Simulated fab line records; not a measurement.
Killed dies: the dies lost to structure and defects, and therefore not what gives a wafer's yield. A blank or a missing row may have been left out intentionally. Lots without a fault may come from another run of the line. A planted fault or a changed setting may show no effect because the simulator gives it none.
Comparing a struck lot with a sound one	flow nand-harc	42 steps out of a route of 1302
Sound: wafers L499.1, L499.2, L499.5. Struck: wafer L510.3. (L510.5, L510.6 of the same lot were not struck and are left out.) The cause comes at the end.
Each step with rows lists, per side, the tool, then ch with its chambers, then its first start. Under that, the readings that differ: sound wafers	struck wafers	difference of the means	sigmas: that difference in standard deviations of wafers without a fault.
alike: words and numbers the same on both sides, and readings whose means are apart by under 2 such deviations; not compared: readings that were withheld, readings missing a value for some wafer, numbers with overlapping values and no deviation given by the record, and bounds like >300 which may hide the same value.
A row with sigmas, a row that says differs or no value, or rows on one side alone: a step with any of these is where the two part. Non-overlapping numbers with no deviation appear without sigmas and do not part them. Lack of a reading on every wafer of one side parts them only where that side has two or more wafers.

first, 4 steps without rows for these wafers: NHARC_HYBRID_BOND_PRECLEAN_01 (cleans in DIW, time 300 s); NHARC_HYBRID_BOND_SRD_02 (time 30 s, dry time 20 s); NHARC_HYBRID_BOND_BOND_03; NHARC_HYBRID_BOND_ANNEAL_04 (time 7200 s).
NHARC_HYBRID_BOND_OVL_MEAS_05:
  sound on overlay-01, day 24 17:20; struck on overlay-02, day 28 21:05
  alike: overlay-x-nm, overlay-y-nm
NHARC_HYBRID_BOND_INSPECT_06: inspects for defects (ir void).
  sound on defect-inspect-02, day 24 17:24; struck on defect-inspect-02, day 28 21:08
reading	sound	struck	difference	sigmas
raw-defect-count	141 156 162	20	-133	-3
then, 2 steps without rows for these wafers: NHARC_THIN_TSV_GRIND_00; NHARC_THIN_TSV_CMP_01 (polishes).
NHARC_THIN_TSV_THK_MEAS_02: measures by ir.
  sound on film-metro-01, day 24 19:02; struck on film-metro-02, day 28 22:46
  alike: thk-nm
then, 3 steps without rows for these wafers: NHARC_THIN_TSV_SRD_03; NHARC_THIN_TSV_PRECLEAN_41 (cleans in SC1); NHARC_THIN_TSV_SRD_42.
NHARC_THIN_TSV_DEP_43: deposits SiO2, target thk 1328.5 nm.
  sound on pecvd-01 ch 0,2, day 24 19:19; struck on pecvd-01 ch 2, day 28 23:02
  alike: flow-sccm, throttle-valve-pct
  not compared: since-wet-clean-h
then, 8 steps without rows for these wafers: NHARC_THIN_TSV_DEHYDRATE_04 (time 120 s); NHARC_THIN_TSV_HMDS_05 (time 30 s); NHARC_THIN_TSV_COAT_06; NHARC_THIN_TSV_SOFTBAKE_07 (time 95 s); NHARC_THIN_TSV_EBR_08; NHARC_THIN_TSV_EXPOSE_09 (exposes mask TSV); NHARC_THIN_TSV_PEB_10 (peb time 85 s); NHARC_THIN_TSV_DEVELOP_11 (time 70 s).
NHARC_THIN_TSV_CD_MEAS_12: the cd target is 1000 nm.
  sound on cd-sem-03 ch 0, day 24 20:09; struck on cd-sem-02 ch 0, day 28 23:49
  alike: cd-nm
then, 3 steps without rows for these wafers: NHARC_THIN_TSV_HARDBAKE_13 (time 80 s); NHARC_THIN_TSV_DESCUM_14 (chemistry O2, time 3 s); NHARC_THIN_TSV_ETCH_44 (etches the open film in CF4/O2, target depth 1594.2 nm, time 797.1 s).
NHARC_THIN_TSV_ETCH_15: target depth 3000 nm, bosch target overetch cycles 2, bosch etch step 2.8 s.
  sound on rie-si-02 ch 0,2,3, day 24 20:58; struck on rie-si-02 ch 3, day 29 00:40
  alike: drypump-motor-current-A
  not compared: rf-hours-counter-h
NHARC_THIN_TSV_CD_MEAS_16:
  sound on cd-sem-01, day 24 21:07; struck on cd-sem-02, day 29 00:47
  alike: cd-nm
then, 2 steps without rows for these wafers: NHARC_THIN_TSV_STRIP_45 (strips in O2); NHARC_THIN_TSV_STRIP_46 (strips in post etch residue remover, time 1200 s).
NHARC_THIN_TSV_DEP_47: deposits SiO2, target thk 200 nm.
  sound on pecvd-02 ch 1,2, day 24 21:59; struck on pecvd-02 ch 0, day 29 01:53
  alike: flow-sccm, throttle-valve-pct
  not compared: since-wet-clean-h
then, 2 steps without rows for these wafers: NHARC_THIN_TSV_ETCHBACK_48 (etches the open film in C4F8/Ar, target depth 1028.5 nm, time 405.17 s); NHARC_THIN_TSV_STRIP_62 (strips in N2/H2, time 20 s).
NHARC_THIN_TSV_DEGAS_49: time 120 s.
  sound on pvd-sputter-01, day 24 22:54; struck on pvd-sputter-03, day 29 02:49
  alike: heater-power-w
NHARC_THIN_TSV_PRE_CLEAN_50: time 30 s.
  sound on pvd-sputter-01; struck on pvd-sputter-03
  alike: heater-power-w
then, 4 steps without rows for these wafers: NHARC_THIN_TSV_PVD_19 (deposits TaN, target thk 20 nm); NHARC_THIN_TSV_PVD_51 (deposits Cu, target thk 100 nm); NHARC_THIN_TSV_ECD_20 (material Cu, target thk 2000 nm); NHARC_THIN_TSV_ANNEAL_52 (time 90 s).
NHARC_THIN_TSV_CMP_21: polishes, t overpolish 30 s, target thk 2000 nm.
  sound on cmp-03 ch 0,3, day 25 00:26; struck on cmp-03 ch 0, day 29 04:22
  alike: motor-current-A, overpolish-run-s
then, 2 steps without rows for these wafers: NHARC_THIN_TSV_SRD_23; NHARC_THIN_TSV_DEGAS_53 (time 60 s).
NHARC_END_SORT_01:
  sound on prober-02 ch 0, day 25 11:01; struck on prober-02 ch 0, day 29 17:02
reading	sound	struck	difference	sigmas
defect-limited-yield (%)	88 85 86	0	-86	-29
killed-at-array	74 96 89	18	-68	-3
killed-at-other	4 0 0	658	+657	+99 or more
killed-dies	81 99 93	677	+586	+29
sort_bin_2_pct (%)	5.2 5.8 5.5	98.4	+92.9	+66
sort_bin_4_pct (%)	6.4 8.7 7.4	1.5	-6.0	-4
sort-n-pass	596 578 584	0	-586	-29
sort-rim-yield-pct (%)	89 91 95	0	-92	-21
sort-yield-pct (%)	88 85 86	0	-86	-29
  alike: killed-at-periphery, killed-open, killed-short, sort_bin_3_pct

## WHERE THEY PART
Earliest at NHARC_HYBRID_BOND_INSPECT_06; latest, in this record, at NHARC_END_SORT_01.

WHY: whatever the simulator had introduced
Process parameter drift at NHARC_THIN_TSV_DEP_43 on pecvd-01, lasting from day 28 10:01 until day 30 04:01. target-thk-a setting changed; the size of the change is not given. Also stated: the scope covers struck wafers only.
